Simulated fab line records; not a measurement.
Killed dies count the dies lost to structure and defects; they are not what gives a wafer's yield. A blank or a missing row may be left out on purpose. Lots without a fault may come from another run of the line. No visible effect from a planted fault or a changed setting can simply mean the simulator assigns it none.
fab line records	flow n5_finfet
[record] lots = 24	wafers = 72	last_day = 18
route steps=1938 shown BEOL_M14@1726 BEOL_M15@1814 MIM_BOT_ETCH@1867 PASS1_CAP@1873
lots that met no fault: from a run of the same line without faults
start_h: start of the lot's first displayed wafer, in hours after the record's first day	wait_h: how many hours have passed since the lot's step before this one	" unchanged from the row above	L1.1+2: one row covering several wafers at once	- no value, or no start was given	* or withheld: withheld	< > ~ a bound
route shown NAME@n: a module of which the file shows steps, and the number in the route of the first	usual: mean/standard deviation taken from wafers without a fault	same: alike in all rows	chamber/n: place in a boat	sites: each site's reading	_std_site: the standard deviation of these	_edge_site: the outer-site mean with the inner-site mean subtracted	radius_mm: for every site, how far away it sits from the centre of the wafer	mask NAME#n: copy n	behind: the tool/chamber that last shaped the wafer	hold: why the lot was held/for how many hours/how that ended	device: which transistor (n, p or np) failed to switch	end of line: the tests these same wafers got at the end of their route	step lacking rows: just its recipe	killed: the dies lost at the first sort to structure and to defects; this is not the yield of the wafer	map: a wafer's dies, marking killed ones x, the rest . and places with no die _
set.NAME: the run value of the setting; set.NAME@STEP: its run value at that earlier step	model.NAME: the simulator's own value behind a step, which no gauge read
one table for each step of the route and one row for each wafer, over a sample of lots
services: when a tool's chamber went out of use (start_h, in hours from the record's first day, below 0 if earlier), for how many hours, and the reason
[[steps]]
[step N5_BEOL_M14_CD_MEAS_10]
[recipe] target_cd_nm = 250	landing_energy_ev = 500	detector = se_inlens	polarity = opening
[usual] cd_nm = 250.9/1.7
lot.wafer	tool	chamber	start_h	wait_h	cd_nm
L074.3	cd_sem-01	0	242.51	-	250.4
L074.4	"	0	"	"	250.5
L074.5	"	0	"	"	250.6
L075.2	cd_sem-03	0	250.79	-	248.8
L075.5	"	0	"	"	251.6
L075.6	"	0	"	"	253.3
L076.1	cd_sem-02	0	259.30	-	250.2
L076.4	"	0	"	"	250.4
L076.6	"	0	"	"	251.7
L080.3	cd_sem-02	0	279.51	-	252.0
L080.4	"	0	"	"	252.0
L080.5	"	0	"	"	250.0
L079.3	cd_sem-02	0	283.48	-	254.2
L079.4	"	0	"	"	251.5
L079.6	"	0	"	"	250.9
L078.1	cd_sem-01	0	284.34	-	250.3
L078.2	"	0	"	"	249.5
L078.5	"	0	"	"	252.2
L077.3	cd_sem-02	0	285.88	-	250.6
L077.5	"	0	"	"	249.9
L077.6	"	0	"	"	246.4
L083.2	cd_sem-02	0	286.76	-	249.1
L083.5	"	0	"	"	250.0
L083.6	"	0	"	"	252.6
L082.2	cd_sem-01	0	287.13	-	252.6
L082.3	"	0	"	"	254.2
L082.6	"	0	"	"	251.8
L081.1	cd_sem-01	0	299.80	-	249.4
L081.5	"	0	"	"	248.5
L081.6	"	0	"	"	252.2
L084.1	cd_sem-01	0	315.27	-	248.4
L084.3	"	0	"	"	247.7
L084.4	"	0	"	"	249.3
L085.1	cd_sem-03	0	321.87	-	251.1
L085.4	"	0	"	"	250.0
L085.6	"	0	"	"	248.5
L086.1	cd_sem-03	0	326.17	-	252.3
L086.3	"	0	"	"	252.4
L086.5	"	0	"	"	252.6
L088.1	cd_sem-01	0	335.64	-	253.1
L088.3	"	0	"	"	249.2
L088.4	"	0	"	"	252.0
L087.1	cd_sem-02	0	340.68	-	253.3
L087.4	"	0	"	"	251.7
L087.5	"	0	"	"	251.8
L089.1	cd_sem-01	0	350.21	-	250.2
L089.4	"	0	"	"	251.5
L089.5	"	0	"	"	253.6
L091.2	cd_sem-01	0	356.58	-	252.2
L091.3	"	0	"	"	249.3
L091.6	"	0	"	"	252.7
L090.1	cd_sem-03	0	362.28	-	251.7
L090.2	"	0	"	"	253.0
L090.5	"	0	"	"	250.3
L092.2	cd_sem-01	0	362.55	-	250.5
L092.3	"	0	"	"	250.2
L092.4	"	0	"	"	248.4
L093.1	cd_sem-01	0	369.54	-	248.1
L093.3	"	0	"	"	252.0
L093.6	"	0	"	"	252.9
L095.1	cd_sem-01	0	381.47	-	250.0
L095.3	"	0	"	"	252.6
L095.4	"	0	"	"	251.8
L094.2	cd_sem-01	0	383.70	-	250.6
L094.3	"	0	"	"	253.7
L094.5	"	0	"	"	250.2
L096.1	cd_sem-03	0	393.72	-	249.4
L096.3	"	0	"	"	254.3
L096.5	"	0	"	"	252.5
L097.1	cd_sem-02	0	396.52	-	249.2
L097.3	"	0	"	"	250.1
L097.5	"	0	"	"	254.3
[step N5_BEOL_M14_SPUTTER_43]
[recipe] material = TaN	target_thk_a = 150	temp_c = 50	bias_v = 168.6	power_w = 15000	chamber_pressure_pa = 0.12	time_s = 24.19
[usual] throttle_valve_pct = 29.9/1.2
lot.wafer	tool	chamber	start_h	wait_h	throttle_valve_pct
L074.3	pvd_sputter-01	-	249.66	0.0	30.5
L074.4	"	-	"	"	31.6
L074.5	"	-	"	"	28.2
L075.2	pvd_sputter-03	-	253.71	0.0	29.1
L075.5	"	-	"	"	29.2
L075.6	"	-	"	"	29.2
L076.1	pvd_sputter-03	-	262.93	0.0	29.4
L076.4	"	-	"	"	28.5
L076.6	"	-	"	"	31.2
L080.3	pvd_sputter-02	-	282.26	0.0	30.3
L080.4	"	-	"	"	32.1
L080.5	"	-	"	"	29.4
L079.3	pvd_sputter-03	-	289.47	0.0	30.9
L079.4	"	-	"	"	29.2
L079.6	"	-	"	"	29.0
L078.1	pvd_sputter-01	-	293.49	0.0	30.1
L078.2	"	-	"	"	31.7
L078.5	"	-	"	"	30.2
L083.2	pvd_sputter-03	-	295.64	0.0	28.9
L083.5	"	-	"	"	28.4
L083.6	"	-	"	"	31.2
L077.3	pvd_sputter-03	-	300.16	0.0	31.1
L077.5	"	-	"	"	28.9
L077.6	"	-	"	"	31.1
L082.2	pvd_sputter-03	-	300.48	0.0	28.6
L082.3	"	-	"	"	30.7
L082.6	"	-	"	"	28.6
L081.1	pvd_sputter-02	-	302.77	0.0	29.8
L081.5	"	-	"	"	29.1
L081.6	"	-	"	"	32.5
L084.1	pvd_sputter-03	-	319.01	0.0	29.3
L084.3	"	-	"	"	28.5
L084.4	"	-	"	"	29.2
L085.1	pvd_sputter-02	-	330.17	0.0	30.4
L085.4	"	-	"	"	30.4
L085.6	"	-	"	"	32.1
L086.1	pvd_sputter-01	-	330.33	0.0	31.6
L086.3	"	-	"	"	28.2
L086.5	"	-	"	"	28.2
L088.1	pvd_sputter-02	-	337.70	0.0	30.6
L088.3	"	-	"	"	29.0
L088.4	"	-	"	"	32.1
L087.1	pvd_sputter-02	-	342.73	0.0	29.8
L087.4	"	-	"	"	30.4
L087.5	"	-	"	"	29.3
L089.1	pvd_sputter-03	-	355.25	0.0	29.2
L089.4	"	-	"	"	28.6
L089.5	"	-	"	"	28.8
L091.2	pvd_sputter-03	-	363.96	0.0	28.7
L091.3	"	-	"	"	29.2
L091.6	"	-	"	"	28.7
L090.1	pvd_sputter-02	-	364.60	0.0	32.2
L090.2	"	-	"	"	30.4
L090.5	"	-	"	"	32.3
L092.2	pvd_sputter-02	-	365.16	0.0	30.2
L092.3	"	-	"	"	32.4
L092.4	"	-	"	"	29.9
L093.1	pvd_sputter-01	-	373.89	0.0	30.1
L093.3	"	-	"	"	30.2
L093.6	"	-	"	"	30.4
L095.1	pvd_sputter-01	-	384.34	0.0	28.2
L095.3	"	-	"	"	30.3
L095.4	"	-	"	"	30.3
L094.2	pvd_sputter-01	-	386.46	0.0	31.7
L094.3	"	-	"	"	28.2
L094.5	"	-	"	"	30.2
L096.1	pvd_sputter-01	-	398.47	0.0	31.6
L096.3	"	-	"	"	30.3
L096.5	"	-	"	"	30.1
L097.1	pvd_sputter-02	-	398.69	0.0	29.9
L097.3	"	-	"	"	29.4
L097.5	"	-	"	"	30.3
[step N5_BEOL_M14_THK_MEAS_50]
[recipe] thk_meas_gauge = xrf	reads = Cu_of_BEOL_M14_ECD_47
[usual] M14_THK = 546/15
lot.wafer	tool	chamber	start_h	wait_h	M14_THK[nm]
L074.3	film_metro-01	-	250.78	-	554
L074.4	"	-	"	"	556
L074.5	"	-	"	"	557
L075.2	film_metro-01	-	255.21	-	560
L075.5	"	-	"	"	530
L075.6	"	-	"	"	529
L076.1	film_metro-01	-	264.25	-	529
L076.4	"	-	"	"	530
L076.6	"	-	"	"	558
L080.3	film_metro-01	-	283.32	-	536
L080.4	"	-	"	"	571
L080.5	"	-	"	"	530
L079.3	film_metro-01	-	290.53	-	561
L079.4	"	-	"	"	550
L079.6	"	-	"	"	564
L078.1	film_metro-02	-	294.55	-	570
L078.2	"	-	"	"	537
L078.5	"	-	"	"	531
L083.2	film_metro-02	-	296.70	-	560
L083.5	"	-	"	"	585
L083.6	"	-	"	"	555
L077.3	film_metro-02	-	301.22	-	564
L077.5	"	-	"	"	563
L077.6	"	-	"	"	543
L082.2	film_metro-02	-	301.76	-	574
L082.3	"	-	"	"	540
L082.6	"	-	"	"	562
L081.1	film_metro-01	-	303.82	-	555
L081.5	"	-	"	"	557
L081.6	"	-	"	"	556
L084.1	film_metro-02	-	320.07	-	585
L084.3	"	-	"	"	559
L084.4	"	-	"	"	559
L085.1	film_metro-02	-	331.23	-	529
L085.4	"	-	"	"	580
L085.6	"	-	"	"	557
L086.1	film_metro-01	-	331.39	-	521
L086.3	"	-	"	"	537
L086.5	"	-	"	"	562
L088.1	film_metro-01	-	338.76	-	539
L088.3	"	-	"	"	551
L088.4	"	-	"	"	541
L087.1	film_metro-01	-	343.79	-	542
L087.4	"	-	"	"	534
L087.5	"	-	"	"	546
L089.1	film_metro-01	-	356.31	-	536
L089.4	"	-	"	"	545
L089.5	"	-	"	"	554
L091.2	film_metro-01	-	365.30	-	550
L091.3	"	-	"	"	542
L091.6	"	-	"	"	525
L090.1	film_metro-01	-	365.66	-	531
L090.2	"	-	"	"	544
L090.5	"	-	"	"	524
L092.2	film_metro-01	-	366.22	-	526
L092.3	"	-	"	"	569
L092.4	"	-	"	"	533
L093.1	film_metro-01	-	374.95	-	535
L093.3	"	-	"	"	541
L093.6	"	-	"	"	533
L095.1	film_metro-02	-	385.40	-	549
L095.3	"	-	"	"	540
L095.4	"	-	"	"	540
L094.2	film_metro-01	-	387.71	-	532
L094.3	"	-	"	"	543
L094.5	"	-	"	"	532
L096.1	film_metro-01	-	399.52	-	537
L096.3	"	-	"	"	547
L096.5	"	-	"	"	536
L097.1	film_metro-01	-	399.99	-	532
L097.3	"	-	"	"	530
L097.5	"	-	"	"	534
[step N5_BEOL_M15_ETCH_38]
[recipe] chemistry = CF4/N2	target = SiCN	target_depth_a = 1064	taper_deg = 2	time_s = 120.5	ion_energy_ev = 150	mask_material = SiO2	pressure_mtorr = 40	source_w = 430	bias_w = 70	Ar_flow_sccm = 100	cf4_flow_sccm = 60	n2_flow_sccm = 60
[usual] bias_w = 70.01/0.21	drypump_motor_current_A = 5.8/0.37	oes_product_au = 0.78/0.097	rf_fwd_power_W = 428.4/1.3	rf_vpp_V = 382.8/2.3	showerhead_plenum_p_Torr = 2.23/0.084	throttle_valve_pct = 15.45/0.26
lot.wafer	tool	chamber	start_h	wait_h	bias_w	drypump_motor_current_A	oes_product_au	rf_fwd_power_W	rf_hours_counter_h	rf_vpp_V	showerhead_plenum_p_Torr	throttle_valve_pct
L074.3	rie_diel-01	0	-	-	70.02	5.5	0.80	427.6	94	384.1	2.32	15.55
L074.4	"	1	"	"	70.16	6.3	0.78	430.5	175	385.0	2.29	15.13
L074.5	"	0	"	"	70.06	5.5	0.79	428.0	-	384.4	2.32	15.53
L075.2	rie_diel-05	3	-	-	69.71	5.8	0.70	427.5	212	383.7	2.29	15.72
L075.5	"	1	"	"	69.89	6.1	0.69	431.3	-	378.9	2.09	15.32
L075.6	"	0	"	"	70.35	5.5	0.73	427.2	-	379.5	2.11	15.68
L076.1	rie_diel-05	1	-	-	69.77	6.1	0.68	429.2	248	381.9	2.09	15.34
L076.4	"	2	"	"	69.74	5.6	0.94	430.3	9	385.5	2.24	15.18
L076.6	"	3	"	"	70.36	5.8	0.70	424.3	-	383.3	2.29	15.72
L080.3	rie_diel-01	2	-	-	70.25	6.4	0.70	427.4	207	379.1	2.10	15.40
L080.4	"	3	"	"	70.29	5.7	0.69	427.3	230	385.1	2.27	15.49
L080.5	"	3	"	"	70.23	5.7	0.69	426.8	-	385.2	2.27	15.48
L079.3	rie_diel-05	0	-	-	69.93	5.5	0.72	427.1	-	379.2	2.11	15.70
L079.4	"	3	"	"	69.69	5.8	0.69	428.1	-	384.8	2.28	15.75
L079.6	"	3	"	"	69.93	5.8	0.69	429.1	-	386.4	2.28	15.72
L078.1	rie_diel-05	3	-	-	70.14	5.8	0.69	426.5	225	382.0	2.28	15.74
L078.2	"	0	"	"	70.14	5.5	0.72	428.1	175	380.6	2.11	15.70
L078.5	"	0	"	"	70.11	5.5	0.72	427.8	-	380.5	2.11	15.70
L083.2	rie_diel-05	3	-	-	69.65	5.8	0.69	426.6	226	383.3	2.28	15.73
L083.5	"	0	"	"	70.04	5.5	0.72	427.9	-	380.0	2.11	15.72
L083.6	"	2	"	"	70.12	5.6	0.91	428.9	-	384.3	2.24	15.18
L077.3	rie_diel-06	3	-	-	70.07	6.3	0.77	427.3	127	382.9	2.23	15.56
L077.5	"	0	"	"	69.83	4.9	0.91	429.7	-	387.5	2.34	15.56
L077.6	"	3	"	"	70.14	6.3	0.76	427.5	-	381.2	2.23	15.54
L082.2	rie_diel-05	0	-	-	69.93	5.5	0.71	428.2	179	378.8	2.11	15.71
L082.3	"	2	"	"	69.90	5.6	0.91	429.0	22	383.0	2.24	15.20
L082.6	"	0	"	"	70.05	5.5	0.71	429.3	-	380.7	2.11	15.71
L081.1	rie_diel-01	3	-	-	69.95	5.7	0.69	428.7	235	383.6	2.27	15.50
L081.5	"	0	"	"	70.15	5.5	0.79	428.6	-	384.7	2.32	15.56
L081.6	"	1	"	"	70.34	6.3	0.75	428.2	-	384.2	2.28	15.15
L084.1	rie_diel-05	2	-	-	69.70	5.6	0.89	429.0	28	383.2	2.24	15.21
L084.3	"	3	"	"	69.98	5.8	0.68	428.8	235	382.8	2.28	15.75
L084.4	"	0	"	"	70.15	5.6	0.71	429.7	185	379.6	2.10	15.73
L085.1	rie_diel-05	2	-	-	70.23	5.6	0.89	430.2	33	384.6	2.23	15.21
L085.4	"	3	"	"	70.08	5.8	0.68	427.3	240	382.7	2.28	15.76
L085.6	"	1	"	"	69.38	6.1	0.93	429.5	-	387.0	2.35	14.87
L086.1	rie_diel-01	2	-	-	70.11	6.4	0.70	427.4	221	378.4	2.10	15.43
L086.3	"	1	"	"	69.73	6.3	0.74	429.3	201	383.3	2.28	15.18
L086.5	"	3	"	"	70.07	5.7	0.67	429.4	-	382.9	2.26	15.51
L088.1	rie_diel-05	0	-	-	69.81	5.5	0.70	428.2	193	379.0	2.10	15.73
L088.3	"	3	"	"	70.11	5.8	0.67	426.6	245	383.0	2.28	15.77
L088.4	"	1	"	"	69.79	6.1	0.94	427.6	12	384.9	2.35	14.89
L087.1	rie_diel-06	0	-	-	69.85	4.9	0.89	429.9	25	385.9	2.34	15.55
L087.4	"	2	"	"	69.99	6.4	0.67	429.6	240	382.0	2.17	15.47
L087.5	"	1	"	"	70.44	5.8	0.80	430.0	-	382.2	2.24	15.47
L089.1	rie_diel-01	1	-	-	69.76	6.3	0.74	429.1	209	384.4	2.27	15.19
L089.4	"	1	"	"	69.82	6.3	0.75	428.4	-	383.3	2.27	15.20
L089.5	"	0	"	"	69.92	5.5	0.77	430.0	-	385.7	2.31	15.62
L091.2	rie_diel-05	0	-	-	70.31	5.5	0.71	426.9	200	379.9	2.10	15.75
L091.3	"	2	"	"	69.61	5.7	0.88	427.4	43	383.9	2.23	15.24
L091.6	"	0	"	"	69.90	5.5	0.70	429.3	-	379.4	2.10	15.76
L090.1	rie_diel-06	3	-	-	69.86	6.3	0.74	429.1	140	381.0	2.23	15.57
L090.2	"	0	"	"	69.82	4.9	0.87	429.2	31	384.2	2.34	15.57
L090.5	"	0	"	"	69.97	4.9	0.88	426.3	-	386.3	2.34	15.57
L092.2	rie_diel-06	2	-	-	70.32	6.4	0.67	428.3	247	379.5	2.17	15.46
L092.3	"	3	"	"	70.21	6.3	0.75	428.4	140	382.9	2.23	15.58
L092.4	"	0	"	"	70.05	4.9	0.89	427.7	32	383.9	2.34	15.56
L093.1	rie_diel-01	1	-	-	69.96	6.3	0.74	429.5	217	384.4	2.27	15.21
L093.3	"	3	"	"	69.91	5.8	1.03	428.0	0	382.4	2.26	15.03
L093.6	"	3	"	"	70.24	5.8	1.03	430.2	-	383.5	2.26	15.03
L095.1	rie_diel-05	1	-	-	69.93	6.1	0.91	429.0	24	385.5	2.35	14.92
L095.3	"	0	"	"	70.35	5.6	0.70	429.3	207	379.4	2.10	15.78
L095.4	"	1	"	"	70.08	6.1	0.90	427.9	-	386.8	2.35	14.91
L094.2	rie_diel-05	3	-	-	70.50	5.8	0.97	427.8	1	383.8	2.27	15.30
L094.3	"	0	"	"	69.80	5.5	0.69	427.9	209	379.1	2.10	15.78
L094.5	"	0	"	"	69.93	5.5	0.69	428.8	-	379.1	2.10	15.77
L096.1	rie_diel-05	3	-	-	70.19	5.8	0.94	425.1	4	383.8	2.27	15.30
L096.3	"	2	"	"	70.00	5.6	0.85	428.9	56	382.8	2.23	15.26
L096.5	"	2	"	"	69.99	5.6	0.85	428.2	-	384.0	2.23	15.27
L097.1	rie_diel-06	2	-	-	69.85	6.4	0.95	427.3	2	381.1	2.17	15.01
L097.3	"	1	"	"	69.69	5.8	0.77	428.4	115	382.3	2.23	15.51
L097.5	"	2	"	"	69.74	6.3	0.96	430.2	-	381.3	2.17	15.01
[step N5_MIM_BOT_ETCH_ETCH_03]
[recipe] chemistry = Cl2/BCl3	target_depth_a = 120	pressure_mtorr = 8	icp_w = 800	bias_w = 100	Cl2_flow_sccm = 20	bcl3_flow_sccm = 80
[usual] bias_w = 99.97/0.29	drypump_motor_current_A = 5.7/0.38	he_backside_leak_sccm = 3.5/0.35	oes_product_au = 0.80/0.11	rf_fwd_power_W = 792/3.3	throttle_valve_pct = 27.6/0.41
lot.wafer	tool	chamber	start_h	wait_h	bias_w	drypump_motor_current_A	he_backside_leak_sccm	oes_product_au	rf_fwd_power_W	rf_hours_counter_h	throttle_valve_pct
L074.3	rie_metal-02	1	264.11	0.1	99.74	6.4	3.7	0.60	794	-	27.2
L074.4	"	0	"	"	99.74	6.4	3.6	0.85	798	-	27.8
L074.5	"	1	"	"	99.64	6.4	3.5	0.61	794	-	27.2
L075.2	rie_metal-02	0	268.14	0.1	99.79	6.3	3.4	0.85	789	17	27.8
L075.5	"	1	"	"	99.91	6.4	3.3	0.60	794	-	27.2
L075.6	"	0	"	"	99.97	6.3	3.5	0.85	793	-	27.8
L076.1	rie_metal-01	1	277.96	0.1	99.99	5.4	3.6	0.69	785	84	27.4
L076.4	"	0	"	"	99.80	5.6	3.1	0.95	794	-	27.3
L076.6	"	1	"	"	100.08	5.4	3.6	0.68	788	-	27.5
L080.3	rie_metal-01	0	301.13	0.1	99.86	5.5	3.2	0.93	793	-	27.3
L080.4	"	1	"	"	99.83	5.4	3.5	0.68	788	-	27.4
L080.5	"	1	"	"	99.88	5.4	3.5	0.67	786	-	27.4
L079.3	rie_metal-01	1	304.16	0.1	100.37	5.4	3.6	0.68	788	-	27.4
L079.4	"	0	"	"	100.11	5.5	3.4	0.93	789	-	27.3
L079.6	"	1	"	"	99.87	5.4	3.4	0.69	792	-	27.4
L078.1	rie_metal-03	1	307.43	0.1	99.87	5.5	3.5	0.74	792	63	28.3
L078.2	"	1	"	"	99.45	5.5	3.6	0.75	793	-	28.3
L078.5	"	1	"	"	100.38	5.5	3.5	0.74	794	-	28.3
L083.2	rie_metal-01	0	308.48	0.1	100.24	5.5	3.4	0.92	794	8	27.3
L083.5	"	1	"	"	100.12	5.4	3.3	0.68	790	-	27.5
L083.6	"	0	"	"	99.89	5.5	3.5	0.92	794	-	27.3
L077.3	rie_metal-03	1	311.99	0.1	100.24	5.5	3.5	0.73	792	-	28.3
L077.5	"	1	"	"	100.16	5.5	3.4	0.74	791	-	28.3
L077.6	"	1	"	"	100.35	5.5	3.4	0.75	794	-	28.3
L082.2	rie_metal-03	1	313.30	0.1	100.68	5.5	3.6	0.74	796	-	28.3
L082.3	"	1	"	"	100.39	5.5	3.5	0.74	794	-	28.3
L082.6	"	1	"	"	99.99	5.5	3.6	0.74	795	-	28.3
L081.1	rie_metal-01	1	315.41	0.1	100.32	5.4	3.5	0.68	788	87	27.4
L081.5	"	1	"	"	99.66	5.4	3.7	0.68	789	-	27.4
L081.6	"	0	"	"	100.10	5.6	3.4	0.93	786	-	27.3
L084.1	rie_metal-03	1	331.17	0.1	99.81	5.5	3.5	0.74	794	66	28.3
L084.3	"	0	"	"	100.51	5.5	3.3	1.00	793	-	27.6
L084.4	"	1	"	"	99.74	5.5	3.6	0.73	799	-	28.3
L085.1	rie_metal-02	0	343.38	0.1	100.26	6.4	3.5	0.82	798	25	27.8
L085.4	"	0	"	"	100.11	6.3	3.6	0.83	794	-	27.8
L085.6	"	0	"	"	100.39	6.3	3.5	0.82	798	-	27.8
L086.1	rie_metal-01	1	343.95	0.1	99.86	5.4	3.5	0.68	792	90	27.4
L086.3	"	1	"	"	99.67	5.4	3.7	0.68	793	-	27.4
L086.5	"	0	"	"	99.54	5.5	3.5	0.90	789	-	27.3
L088.1	rie_metal-03	0	354.35	0.1	100.15	5.6	3.2	0.98	794	2	27.6
L088.3	"	0	"	"	100.04	5.6	3.1	0.99	793	-	27.6
L088.4	"	1	"	"	99.87	5.5	3.5	0.73	795	-	28.3
L087.1	rie_metal-03	0	357.53	0.1	100.19	5.5	3.2	0.97	796	3	27.6
L087.4	"	0	"	"	99.83	5.5	3.3	0.97	793	-	27.6
L087.5	"	0	"	"	99.76	5.5	3.3	0.99	792	-	27.6
L089.1	rie_metal-01	1	366.05	0.1	99.44	5.4	3.6	0.67	788	92	27.5
L089.4	"	0	"	"	100.46	5.6	3.3	0.90	791	-	27.3
L089.5	"	0	"	"	100.51	5.5	3.2	0.89	794	-	27.3
L091.2	rie_metal-01	1	378.88	0.1	99.99	5.4	3.4	0.67	787	93	27.5
L091.3	"	1	"	"	99.78	5.4	3.4	0.67	789	-	27.5
L091.6	"	0	"	"	99.75	5.5	3.4	0.88	793	-	27.3
L090.1	rie_metal-02	1	379.54	0.1	99.93	6.4	3.4	0.93	792	5	27.0
L090.2	"	0	"	"	99.91	6.3	3.6	0.81	791	29	27.8
L090.5	"	0	"	"	99.79	6.4	3.4	0.81	790	-	27.8
L092.2	rie_metal-01	1	379.78	0.1	99.95	5.4	3.6	0.67	789	93	27.5
L092.3	"	0	"	"	99.62	5.6	3.5	0.89	792	-	27.3
L092.4	"	1	"	"	100.26	5.4	3.6	0.67	792	-	27.5
L093.1	rie_metal-02	0	386.15	0.1	100.21	6.3	3.8	0.80	792	31	27.8
L093.3	"	0	"	"	99.79	6.4	3.6	0.80	791	-	27.8
L093.6	"	0	"	"	100.12	6.4	3.7	0.80	788	-	27.8
L095.1	rie_metal-02	0	394.55	0.1	100.05	6.4	3.6	0.80	796	31	27.8
L095.3	"	1	"	"	100.00	6.4	3.2	0.92	795	-	27.0
L095.4	"	0	"	"	99.93	6.4	3.3	0.81	797	-	27.8
L094.2	rie_metal-03	0	399.30	0.1	100.17	5.5	3.5	0.94	794	7	27.6
L094.3	"	0	"	"	100.27	5.5	3.2	0.95	793	-	27.6
L094.5	"	1	"	"	99.45	5.5	3.6	0.72	796	-	28.3
L096.1	rie_metal-01	0	411.43	0.1	99.43	5.6	3.4	0.88	796	17	27.3
L096.3	"	1	"	"	100.47	5.4	3.7	0.67	794	-	27.5
L096.5	"	1	"	"	100.15	5.4	3.6	0.67	792	-	27.5
L097.1	rie_metal-01	0	416.37	0.1	99.57	5.5	3.2	0.87	792	18	27.3
L097.3	"	1	"	"	99.79	5.4	3.6	0.66	785	-	27.5
L097.5	"	0	"	"	100.03	5.6	3.2	0.87	792	-	27.3
[step N5_PASSIVATION_PECVD_55]
[recipe] material = SiO2	target_thk_a = 4000	temp_c = 400	precursor = SiH4/N2O	pressure_torr = 2.7	rf_w = 608	time_s = 22.5
[usual] heater_power_w = 661/92	rf_fwd_power_W = 601.1/2.9	showerhead_plenum_p_Torr = 8.17/0.067	throttle_valve_pct = 50.0/2
lot.wafer	tool	chamber	start_h	wait_h	heater_power_w	rf_fwd_power_W	showerhead_plenum_p_Torr	throttle_valve_pct
L074.3	pecvd-02	0	264.82	0.0	540	606.0	8.16	50.4
L074.4	"	1	"	"	650	595.3	8.20	48.8
L074.5	"	0	"	"	565	603.3	8.16	50.4
L075.2	pecvd-04	0	268.88	0.0	865	600.1	8.12	49.2
L075.5	"	0	"	"	703	601.1	8.12	49.1
L075.6	"	1	"	"	606	602.4	8.18	50.3
L076.1	pecvd-04	2	278.75	0.0	620	602.1	8.13	46.6
L076.4	"	0	"	"	708	603.8	8.13	48.9
L076.6	"	1	"	"	489	599.6	8.18	50.3
L080.3	pecvd-03	0	301.83	0.0	696	599.3	8.13	49.2
L080.4	"	0	"	"	710	600.3	8.10	48.8
L080.5	"	2	"	"	610	603.1	8.33	53.0
L079.3	pecvd-02	0	304.86	0.0	630	604.2	8.14	50.6
L079.4	"	1	"	"	687	595.5	8.19	48.5
L079.6	"	0	"	"	641	605.3	8.15	50.3
L078.1	pecvd-02	0	308.82	0.0	649	598.4	8.16	50.6
L078.2	"	1	"	"	708	595.7	8.18	48.6
L078.5	"	0	"	"	643	602.2	8.15	50.3
L083.2	pecvd-02	0	309.27	0.0	563	601.9	8.14	50.6
L083.5	"	1	"	"	675	595.1	8.21	48.9
L083.6	"	0	"	"	568	602.4	8.15	50.3
L077.3	pecvd-03	0	313.00	0.0	694	598.7	8.12	48.6
L077.5	"	2	"	"	610	604.8	8.34	52.7
L077.6	"	0	"	"	568	598.0	8.11	49.0
L082.2	pecvd-04	0	314.26	0.0	864	605.2	8.12	49.2
L082.3	"	2	"	"	708	600.7	8.11	46.9
L082.6	"	2	"	"	718	598.0	8.12	47.1
L081.1	pecvd-04	2	316.14	0.0	614	604.5	8.10	47.0
L081.5	"	2	"	"	708	603.8	8.12	46.8
L081.6	"	0	"	"	867	600.7	8.13	49.0
L084.1	pecvd-02	1	332.03	0.0	592	598.8	8.18	48.6
L084.3	"	0	"	"	528	602.6	8.16	50.6
L084.4	"	2	"	"	791	599.5	8.17	50.8
L085.1	pecvd-02	2	344.11	0.0	804	604.7	8.17	50.4
L085.4	"	2	"	"	634	604.4	8.18	50.2
L085.6	"	1	"	"	676	597.2	8.19	48.5
L086.1	pecvd-03	2	344.68	0.0	609	605.3	8.35	53.6
L086.3	"	0	"	"	636	602.3	8.12	48.9
L086.5	"	1	"	"	571	607.3	8.09	55.2
L088.1	pecvd-04	2	355.32	0.0	665	601.8	8.14	47.2
L088.3	"	0	"	"	846	603.4	8.12	49.2
L088.4	"	2	"	"	697	603.7	8.12	47.1
L087.1	pecvd-02	0	358.27	0.0	522	601.1	8.18	50.6
L087.4	"	2	"	"	809	600.0	8.18	50.7
L087.5	"	1	"	"	573	595.9	8.21	48.5
L089.1	pecvd-03	1	366.82	0.0	638	606.2	8.10	54.8
L089.4	"	1	"	"	640	607.3	8.07	54.7
L089.5	"	2	"	"	610	602.0	8.37	53.4
L091.2	pecvd-02	2	379.62	0.0	692	600.6	8.17	50.8
L091.3	"	0	"	"	648	606.3	8.14	50.4
L091.6	"	2	"	"	755	603.7	8.19	50.8
L090.1	pecvd-02	1	380.27	0.0	593	595.7	8.19	48.7
L090.2	"	2	"	"	806	602.3	8.18	50.9
L090.5	"	2	"	"	654	599.7	8.20	50.8
L092.2	pecvd-04	2	380.51	0.0	739	600.8	8.13	47.2
L092.3	"	1	"	"	515	602.5	8.17	50.3
L092.4	"	0	"	"	793	599.7	8.12	49.4
L093.1	pecvd-03	0	387.03	0.0	570	604.8	8.10	49.0
L093.3	"	0	"	"	593	601.7	8.12	48.9
L093.6	"	2	"	"	589	602.9	8.34	53.6
L095.1	pecvd-04	1	395.33	0.0	546	597.5	8.19	50.2
L095.3	"	0	"	"	875	599.0	8.13	49.3
L095.4	"	0	"	"	855	597.4	8.13	49.3
L094.2	pecvd-02	1	400.12	0.0	719	601.1	8.19	48.6
L094.3	"	2	"	"	784	598.8	8.19	51.1
L094.5	"	1	"	"	560	599.2	8.20	48.4
L096.1	pecvd-03	2	412.16	0.0	613	601.5	8.34	54.0
L096.3	"	0	"	"	629	602.9	8.11	49.0
L096.5	"	2	"	"	497	602.3	8.35	53.8
L097.1	pecvd-02	1	417.10	0.0	671	598.9	8.18	48.2
L097.3	"	2	"	"	809	601.1	8.17	51.2
L097.5	"	1	"	"	693	597.8	8.17	48.4
[[services]]
tool	chamber	start_h	hours	kind
pecvd-03	0	227.38	25.5	repair
pvd_sputter-01	-	231.67	2.2	repair
pvd_sputter-01	-	236.50	2.7	repair
rie_metal-03	-	242.81	14.6	pm
rie_diel-01	-	243.61	0.2	repair
rie_metal-03	-	258.06	1.4	pm
pecvd-02	-	265.94	6.0	pm
rie_diel-06	0	271.64	2.8	repair
rie_diel-05	1	280.56	-	clean
rie_diel-05	1	280.56	-	consumable_replace:focus_ring
pecvd-02	-	289.68	2.4	repair
rie_diel-05	2	296.80	2.9	repair
pecvd-04	1	297.75	48.4	repair
rie_diel-06	3	316.56	4.0	repair
pecvd-03	1	321.47	16.8	repair
rie_diel-06	-	325.45	14.6	pm
pecvd-04	2	333.04	2.6	repair
rie_diel-01	-	336.07	0.2	repair
pvd_sputter-01	-	339.12	1.2	repair
rie_diel-01	0	347.03	9.4	repair
rie_metal-02	1	359.03	12.6	repair
rie_diel-05	1	366.67	2.3	repair
rie_metal-03	-	406.91	10.0	pm
rie_diel-06	-	412.46	2.8	pm
[[key]]
fault none
